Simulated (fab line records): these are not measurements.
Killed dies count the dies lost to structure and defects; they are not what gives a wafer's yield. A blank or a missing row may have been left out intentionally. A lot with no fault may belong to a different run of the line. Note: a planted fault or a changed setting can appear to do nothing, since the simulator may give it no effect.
Which tool was responsible? | flow nand-harc | 11 lots, 33 wafers sampled, at 6 steps of a route of 1159

WHAT EACH GAUGE READ, for each wafer
NHARC_P_GATE_CD_MEAS_11 targets a cd of 1640 nm. Usual: cd-nm 1639.9 nm, standard deviation 1.
lot  | measured    | on        | cd-nm (nm)           | flag
L636 | day 4 05:40 | cd-sem-02 | 1641.6 1638.6 1639.2 |
L637 | day 4 05:29 | cd-sem-03 | 1638.4 1638.5 1637.3 |
L638 | day 4 19:01 | cd-sem-01 | 1639.5 1639.0 1640.2 |
L639 | day 4 19:10 | cd-sem-01 | 1639.9 1640.4 1639.7 |
L641 | day 5 08:55 | cd-sem-03 | - - -                | OFF
L643 | day 5 20:21 | cd-sem-02 | 1638.4 1640.0 1638.8 |
L653 | day 8 06:49 | cd-sem-03 | 1639.9 1639.6 1639.8 |
L655 | day 8 13:47 | cd-sem-03 | 1639.9 1640.5 1641.4 |
L656 | day 9 01:55 | cd-sem-03 | 1639.4 1640.6 1640.7 |
L657 | day 9 05:55 | cd-sem-02 | 1637.6 1639.5 1639.4 |
L658 | day 9 14:31 | cd-sem-02 | 1640.2 1639.4 1640.4 |

NHARC_END_SORT_01. Usual: killed-at-array 25, standard deviation 9.8; killed-at-other 0.8, standard deviation 1.1; killed-at-periphery 3.3, standard deviation 2.1; killed-dies 29, standard deviation 10; killed-open 3.3, standard deviation 1.8; killed-short 1.9, standard deviation 1.4.
lot  | measured     | on        | killed-at-array | killed-at-other | killed-at-periphery | killed-dies | killed-open | killed-short | flag
L639 | day 21 00:17 | prober-02 | 11 12 13        | 0 0 0           | 4 2 3               | 15 14 16    | 3 2 6       | 5 1 1        |
L641 | day 20 19:42 | prober-01 | 40 32 25        | 2 1 4           | 635 644 648         | 677 677 677 | 3 5 2       | 2 2 2        | OFF

WHAT TOOL EACH LOT RAN ON (gives the tool, then ch and the chambers of the sampled wafers, and finally the start)
lot  | NHARC_P_ZERO_WELL_ETCH_65         | NHARC_P_ZERO_WELL_DESCUM_39       | NHARC_P_GATE_EXPOSE_08           | NHARC_P_GATE_STRIP_108
L636 | rie-diel-12 ch 1,2,3, day 1 13:35 | rie-diel-13 ch 1,2,3, day 1 16:30 | krf-scanner-01 ch 0, day 4 05:31 | rie-diel-11 ch 0,1, day 4 20:33
L637 | rie-diel-13 ch 1,2,3, day 1 19:30 | rie-diel-12 ch 0,1, day 1 22:25   | krf-scanner-03 ch 0, day 4 05:20 | rie-diel-04 ch 0,1, day 4 20:25
L638 | rie-diel-12 ch 1,3, day 2 01:22   | rie-diel-08 ch 1,2,3, day 2 04:16 | krf-scanner-04 ch 0, day 4 18:52 | rie-diel-04 ch 0,1,3, day 5 11:56
L639 | rie-diel-08 ch 0,2,3, day 2 07:29 | rie-diel-13 ch 0,1,2, day 2 10:19 | krf-scanner-01 ch 0, day 4 19:01 | rie-diel-03 ch 0,3, day 5 11:11
L641 | rie-diel-08 ch 0,1,2, day 2 19:32 | rie-diel-12 ch 0,1,2, day 2 22:20 | krf-scanner-03 ch 0, day 5 08:46 | rie-diel-04 ch 0,3, day 6 01:50
L643 | rie-diel-12 ch 1,2,3, day 3 07:31 | rie-diel-08 ch 1,3, day 3 10:18   | krf-scanner-03 ch 0, day 5 20:12 | rie-diel-03 ch 0,3, day 6 11:13
L653 | rie-diel-13 ch 0,2, day 5 19:29   | rie-diel-12 ch 0,1,3, day 5 22:13 | krf-scanner-01 ch 0, day 8 06:39 | rie-diel-03 ch 0,2,3, day 8 23:05
L655 | rie-diel-13 ch 1,2,3, day 6 07:25 | rie-diel-13 ch 0,2,3, day 6 10:11 | krf-scanner-03 ch 0, day 8 13:37 | rie-diel-03 ch 0,2,3, day 9 09:31
L656 | rie-diel-13 ch 1,2, day 6 13:36   | rie-diel-12 ch 0,3, day 6 16:24   | krf-scanner-03 ch 0, day 9 01:46 | rie-diel-11 ch 0,3, day 9 17:35
L657 | rie-diel-13 ch 2,3, day 6 19:29   | rie-diel-13 ch 0,2, day 6 22:17   | krf-scanner-03 ch 0, day 9 05:46 | rie-diel-03 ch 0,2, day 9 22:08
L658 | rie-diel-08 ch 0,1,3, day 7 01:30 | rie-diel-12 ch 0,2, day 7 04:20   | krf-scanner-04 ch 0, day 9 14:22 | rie-diel-04 ch 0,1, day 10 08:15
- NHARC_P_ZERO_WELL_ETCH_65: etches the open film in N2/H2, target depth 80 nm, overetch 24 nm, time 87.88 s.
- NHARC_P_ZERO_WELL_DESCUM_39: chemistry O2, time 3 s.
- NHARC_P_GATE_EXPOSE_08: exposes mask P HV.
- NHARC_P_GATE_STRIP_108: strips in O2.

WHAT THE TOOLS THEMSELVES READ (means of the sampled wafers that have a number; where no wafer has one, the mark that the record gives instead)
NHARC_P_ZERO_WELL_ETCH_65. Usual: drypump-motor-current-A 5.9 A, standard deviation 0.38; oes-product-au 0.996 a.u., standard deviation 0.0085; rf-fwd-power-W 396.8 W, standard deviation 1.5; rf-vpp-V 429.9 V, standard deviation 2.1; showerhead-plenum-p-Torr 2.02 Torr, standard deviation 0.074; throttle-valve-pct 14.171 %, standard deviation 0.0088.
lot  | tool        | drypump-motor-current-A (A) | oes-product-au (a.u.) | rf-fwd-power-W (W) | rf-vpp-V (V) | showerhead-plenum-p-Torr (Torr) | throttle-valve-pct (%) | flag
L636 | rie-diel-12 | 6.0                         | 1.003                 | 396.2              | 429.1        | 1.97                            | 14.169                 |
L637 | rie-diel-13 | 6.2                         | 0.998                 | 396.6              | 428.7        | 2.00                            | 14.178                 |
L638 | rie-diel-12 | 5.9                         | 0.997                 | 397.5              | 427.3        | 1.92                            | 14.173                 |
L639 | rie-diel-08 | 5.8                         | 0.993                 | 396.3              | 431.4        | 2.06                            | 14.182                 |
L641 | rie-diel-08 | 5.6                         | 0.998                 | 397.8              | 430.7        | 2.03                            | 14.168                 |
L643 | rie-diel-12 | 6.1                         | 0.992                 | 396.8              | 428.1        | 1.97                            | 14.162                 |
L653 | rie-diel-13 | 6.3                         | 0.986                 | 397.4              | 431.9        | 2.10                            | 14.166                 |
L655 | rie-diel-13 | 6.1                         | 0.991                 | 395.6              | 430.0        | 2.00                            | 14.171                 |
L656 | rie-diel-13 | 6.4                         | 0.983                 | 397.5              | 430.6        | 2.04                            | 14.170                 |
L657 | rie-diel-13 | 6.1                         | 0.988                 | 395.6              | 428.2        | 1.96                            | 14.172                 |
L658 | rie-diel-08 | 5.5                         | 1.001                 | 397.7              | 430.4        | 2.02                            | 14.166                 |

NHARC_P_ZERO_WELL_DESCUM_39. Usual: drypump-motor-current-A 6.0 A, standard deviation 0.35; oes-product-au 0.996 a.u., standard deviation 0.0071; rf-vpp-V 57.6 V, standard deviation 0.87; showerhead-plenum-p-Torr 1.89 Torr, standard deviation 0.076; throttle-valve-pct 11.311 %, standard deviation 0.0089.
lot  | tool        | drypump-motor-current-A (A) | oes-product-au (a.u.) | rf-vpp-V (V) | showerhead-plenum-p-Torr (Torr) | throttle-valve-pct (%) | flag
L636 | rie-diel-13 | 6.1                         | 0.992                 | 57.7         | 1.87                            | 11.310                 |
L637 | rie-diel-12 | 5.9                         | 0.996                 | 58.1         | 1.88                            | 11.320                 |
L638 | rie-diel-08 | 5.6                         | 0.993                 | 58.0         | 1.89                            | 11.315                 |
L639 | rie-diel-13 | 6.2                         | 0.988                 | 58.7         | 1.96                            | 11.310                 |
L641 | rie-diel-12 | 6.0                         | 0.995                 | 58.0         | 1.88                            | 11.315                 |
L643 | rie-diel-08 | 5.5                         | 1.006                 | 57.6         | 1.89                            | 11.323                 |
L653 | rie-diel-12 | 5.9                         | 0.993                 | 56.5         | 1.84                            | 11.313                 |
L655 | rie-diel-13 | 6.2                         | 0.995                 | 57.5         | 1.92                            | 11.316                 |
L656 | rie-diel-12 | 6.1                         | 0.997                 | 58.5         | 1.86                            | 11.311                 |
L657 | rie-diel-13 | 6.1                         | 0.988                 | 57.9         | 2.01                            | 11.309                 |
L658 | rie-diel-12 | 6.2                         | 1.007                 | 57.9         | 1.91                            | 11.317                 |

NHARC_P_GATE_EXPOSE_08. Usual: reticle-temp-C 23.04 C, standard deviation 0.11.
lot  | tool           | reticle-temp-C (C) | flag
L636 | krf-scanner-01 | 23.12              |
L637 | krf-scanner-03 | 23.14              |
L638 | krf-scanner-04 | 22.93              |
L639 | krf-scanner-01 | 22.84              |
L641 | krf-scanner-03 | 23.16              |
L643 | krf-scanner-03 | 22.90              |
L653 | krf-scanner-01 | 23.14              |
L655 | krf-scanner-03 | 23.09              |
L656 | krf-scanner-03 | 23.05              |
L657 | krf-scanner-03 | 22.97              |
L658 | krf-scanner-04 | 22.89              |

NHARC_P_GATE_STRIP_108. Usual: drypump-motor-current-A 5.6 A, standard deviation 0.37; oes-product-au 0.998 a.u., standard deviation 0.0089; rf-vpp-V 58.0 V, standard deviation 0.85; showerhead-plenum-p-Torr 3.60 Torr, standard deviation 0.13; throttle-valve-pct 17.035 %, standard deviation 0.0092.
lot  | tool        | drypump-motor-current-A (A) | oes-product-au (a.u.) | rf-vpp-V (V) | showerhead-plenum-p-Torr (Torr) | throttle-valve-pct (%) | flag
L636 | rie-diel-11 | 5.5                         | 0.992                 | 58.7         | 3.61                            | 17.043                 |
L637 | rie-diel-04 | 5.3                         | 0.994                 | 58.2         | 3.56                            | 17.034                 |
L638 | rie-diel-04 | 5.7                         | 0.998                 | 57.8         | 3.59                            | 17.041                 |
L639 | rie-diel-03 | 6.1                         | 1.000                 | 57.9         | 3.56                            | 17.028                 |
L641 | rie-diel-04 | 6.0                         | 1.009                 | 57.6         | 3.63                            | 17.033                 |
L643 | rie-diel-03 | 5.7                         | 0.996                 | 58.1         | 3.45                            | 17.034                 |
L653 | rie-diel-03 | 5.7                         | 0.981                 | 57.6         | 3.56                            | 17.027                 |
L655 | rie-diel-03 | 5.7                         | 0.986                 | 58.4         | 3.56                            | 17.029                 |
L656 | rie-diel-11 | 5.7                         | 1.013                 | 57.7         | 3.60                            | 17.024                 |
L657 | rie-diel-03 | 5.4                         | 1.001                 | 57.2         | 3.45                            | 17.042                 |
L658 | rie-diel-04 | 5.3                         | 1.002                 | 58.3         | 3.54                            | 17.029                 |

THE ANSWER, worked out from the rows above alone
Rule: lot off if the mean of its wafers having a number is beyond 3 standard deviations from the usual mean. Also off: a lot with no number at a reading for which 4 or more lots have one. Where the step has rows for the other lots, those lots are counted as sound. Order of review: gauges by route order, followed by the tools' own readings, for which a lot's mean as printed above is used. The first step at which some lot is off is used, and at that step the reading that is off furthest; a lot without a number counts as furthest.
Off: L641 (NHARC_P_GATE_CD_MEAS_11, cd-nm). Without a number there: L641.
If a tool, at a process step before that reading, ran all the lots that are off and no sound lot after the first of them, it fits. The gauges at NHARC_P_GATE_CD_MEAS_11 aren't tried: what is off there is off at NHARC_END_SORT_01 too, on other tools, and a gauge's error can't cause that. None of those tried fits.

WHAT THE SIMULATOR PUT IN
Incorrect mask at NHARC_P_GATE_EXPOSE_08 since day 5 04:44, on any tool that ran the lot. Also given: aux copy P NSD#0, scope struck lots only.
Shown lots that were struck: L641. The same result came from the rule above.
